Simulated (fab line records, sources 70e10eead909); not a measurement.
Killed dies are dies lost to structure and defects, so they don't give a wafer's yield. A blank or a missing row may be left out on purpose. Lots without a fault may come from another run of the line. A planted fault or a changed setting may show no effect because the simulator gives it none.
Tool commonality check | flow nand_harc | 12 lots, 36 wafers sampled

WHY IT WAS OPENED
At NHARC_P_M2_CD_MEAS_09 the reading cd_nm is flagged on 2 of 12 lots. Wafers without a fault read 169.9 nm, standard deviation 0.48.
Rule: a lot is flagged when every wafer of it that has a number lies more than 4 standard deviations from that mean, or none has a number. The other lots count as sound.

lot  | measured     | on        | cd_nm (nm), wafer by wafer | flag
L865 | day 7 15:23  | cd_sem-01 | 169.1 169.8 169.6          |
L864 | day 7 17:47  | cd_sem-03 | 170.4 170.1 169.5          |
L866 | day 8 02:46  | cd_sem-02 | 179.8 179.7 179.0          | FLAGGED
L867 | day 8 15:39  | cd_sem-02 | 180.7 180.1 180.5          | FLAGGED
L875 | day 12 12:55 | cd_sem-01 | 170.2 169.8 170.3          |
L876 | day 12 14:48 | cd_sem-02 | 170.2 170.7 170.0          |
L879 | day 13 13:06 | cd_sem-03 | 170.5 169.4 170.2          |
L880 | day 13 19:30 | cd_sem-03 | 170.5 170.3 169.9          |
L881 | day 14 11:49 | cd_sem-03 | 171.1 170.3 170.6          |
L883 | day 14 23:16 | cd_sem-03 | 170.4 170.0 169.3          |
L884 | day 15 12:11 | cd_sem-03 | 170.0 170.3 170.5          |
L885 | day 16 01:58 | cd_sem-01 | 169.8 170.0 169.2          |
The numbers of the flagged lots are 180.0 nm on average: +10.1 nm against the usual, or +21 standard deviations.

WHICH TOOL RAN EACH LOT
The record holds 4 process steps before the reading, out of a route of 1302 steps. In each cell: the tool, then ch and the chambers that the sampled wafers went through, then the start.
lot  | flag    | NHARC_P_M1_PRE_CLEAN_30                 | NHARC_P_M1_ANNEAL_31             | NHARC_P_M1_PRE_CLEAN_32         | NHARC_P_M2_PEB_07
L865 |         | pvd_sputter-03, day 7 12:58 or earlier  | rtp_anneal-02 ch 0, day 7 12:58  | pecvd-03 ch 0,1, day 7 13:53    | litho_track-04 ch 0, day 7 15:19
L864 |         | pvd_sputter-02, day 7 15:30 or earlier  | rtp_anneal-01 ch 0, day 7 15:30  | pecvd-03 ch 1, day 7 16:25      | litho_track-04 ch 0, day 7 17:42
L866 | FLAGGED | pvd_sputter-03, day 8 00:45 or earlier  | rtp_anneal-02 ch 0, day 8 00:45  | pecvd-02 ch 0,2, day 8 01:34    | litho_track-04 ch 0, day 8 02:41
L867 | FLAGGED | pvd_sputter-02, day 8 13:26 or earlier  | rtp_anneal-02 ch 0, day 8 13:26  | pecvd-03 ch 0,1,2, day 8 14:20  | litho_track-04 ch 0, day 8 15:34
L875 |         | pvd_sputter-02, day 12 10:49 or earlier | rtp_anneal-01 ch 0, day 12 10:49 | pecvd-02 ch 0,1,2, day 12 11:43 | litho_track-04 ch 0, day 12 12:51
L876 |         | pvd_sputter-03, day 12 12:25 or earlier | rtp_anneal-02 ch 0, day 12 12:25 | pecvd-01 ch 0,2, day 12 13:20   | litho_track-04 ch 0, day 12 14:44
L879 |         | pvd_sputter-03, day 13 11:01 or earlier | rtp_anneal-01 ch 0, day 13 11:01 | pecvd-02 ch 1,2, day 13 11:54   | litho_track-06 ch 0, day 13 13:02
L880 |         | pvd_sputter-02, day 13 17:31 or earlier | rtp_anneal-01 ch 0, day 13 17:31 | pecvd-03 ch 0,1, day 13 18:18   | litho_track-04 ch 0, day 13 19:25
L881 |         | pvd_sputter-02, day 14 09:47 or earlier | rtp_anneal-01 ch 0, day 14 09:47 | pecvd-02 ch 1,2, day 14 10:38   | litho_track-01 ch 0, day 14 11:44
L883 |         | pvd_sputter-01, day 14 21:13 or earlier | rtp_anneal-01 ch 0, day 14 21:13 | pecvd-03 ch 0,1,2, day 14 22:05 | litho_track-04 ch 0, day 14 23:11
L884 |         | pvd_sputter-01, day 15 09:59 or earlier | rtp_anneal-02 ch 0, day 15 09:59 | pecvd-01 ch 1,2, day 15 10:52   | litho_track-06 ch 0, day 15 12:07
L885 |         | pvd_sputter-01, day 15 23:47 or earlier | rtp_anneal-01 ch 0, day 15 23:47 | pecvd-02 ch 0,1, day 16 00:38   | litho_track-04 ch 0, day 16 01:53
What these steps do:
- NHARC_P_M1_PRE_CLEAN_30: time 30 s.
- NHARC_P_M1_ANNEAL_31: time 90 s.
- NHARC_P_M1_PRE_CLEAN_32: time 12 s.
- NHARC_P_M2_PEB_07: peb time 65 s.
- NHARC_P_M2_CD_MEAS_09: target cd 170 nm.

FLAGGED OVER TOTAL, TOOL BY TOOL (the gauges that took the reading come last)
step                    | tool           | lots run | flagged | share of the flagged lots | sound lots run after its first flagged lot
NHARC_P_M1_PRE_CLEAN_30 | pvd_sputter-01 | 3        | 0       | none                      | -
NHARC_P_M1_PRE_CLEAN_30 | pvd_sputter-02 | 5        | 1       | some                      | 3 (L875,L880,L881)
NHARC_P_M1_PRE_CLEAN_30 | pvd_sputter-03 | 4        | 1       | some                      | 2 (L876,L879)
NHARC_P_M1_ANNEAL_31    | rtp_anneal-01  | 7        | 0       | none                      | -
NHARC_P_M1_ANNEAL_31    | rtp_anneal-02  | 5        | 2       | all                       | 2 (L876,L884)
NHARC_P_M1_PRE_CLEAN_32 | pecvd-01       | 2        | 0       | none                      | -
NHARC_P_M1_PRE_CLEAN_32 | pecvd-02       | 5        | 1       | some                      | 4 (L875,L879,L881,L885)
NHARC_P_M1_PRE_CLEAN_32 | pecvd-03       | 5        | 1       | some                      | 2 (L880,L883)
NHARC_P_M2_PEB_07       | litho_track-01 | 1        | 0       | none                      | -
NHARC_P_M2_PEB_07       | litho_track-04 | 9        | 2       | all                       | 5 (L875,L876,L880,L883,L885)
NHARC_P_M2_PEB_07       | litho_track-06 | 2        | 0       | none                      | -
NHARC_P_M2_CD_MEAS_09   | cd_sem-01      | 3        | 0       | none                      | -
NHARC_P_M2_CD_MEAS_09   | cd_sem-02      | 3        | 2       | all                       | 1 (L876)
NHARC_P_M2_CD_MEAS_09   | cd_sem-03      | 6        | 0       | none                      | -
NHARC_P_M1_PRE_CLEAN_30 gives no start for some lots, so the hours and the order of its lots are those of NHARC_P_M1_ANNEAL_31.

WHAT THE TABLE ALLOWS
3 rows of the table ran every flagged lot: rtp_anneal-02 at NHARC_P_M1_ANNEAL_31, litho_track-04 at NHARC_P_M2_PEB_07, cd_sem-02 at NHARC_P_M2_CD_MEAS_09.
- rtp_anneal-02 at NHARC_P_M1_ANNEAL_31: 2 of its 5 lots flagged. Sound lots ran on it after the first flagged one (L876, L884), which a lasting fault on the whole tool wouldn't allow.
- litho_track-04 at NHARC_P_M2_PEB_07: 2 of its 9 lots flagged. Sound lots ran on it after the first flagged one (L875, L876, L880, L883, L885), which a lasting fault on the whole tool wouldn't allow.
- cd_sem-02 at NHARC_P_M2_CD_MEAS_09: 2 of its 3 lots flagged. Sound lots ran on it after the first flagged one (L876), which a lasting fault on the whole tool wouldn't allow.
No row of the table ran every flagged lot and no sound lot after the first.

WHAT THE SIMULATOR HAD PUT IN
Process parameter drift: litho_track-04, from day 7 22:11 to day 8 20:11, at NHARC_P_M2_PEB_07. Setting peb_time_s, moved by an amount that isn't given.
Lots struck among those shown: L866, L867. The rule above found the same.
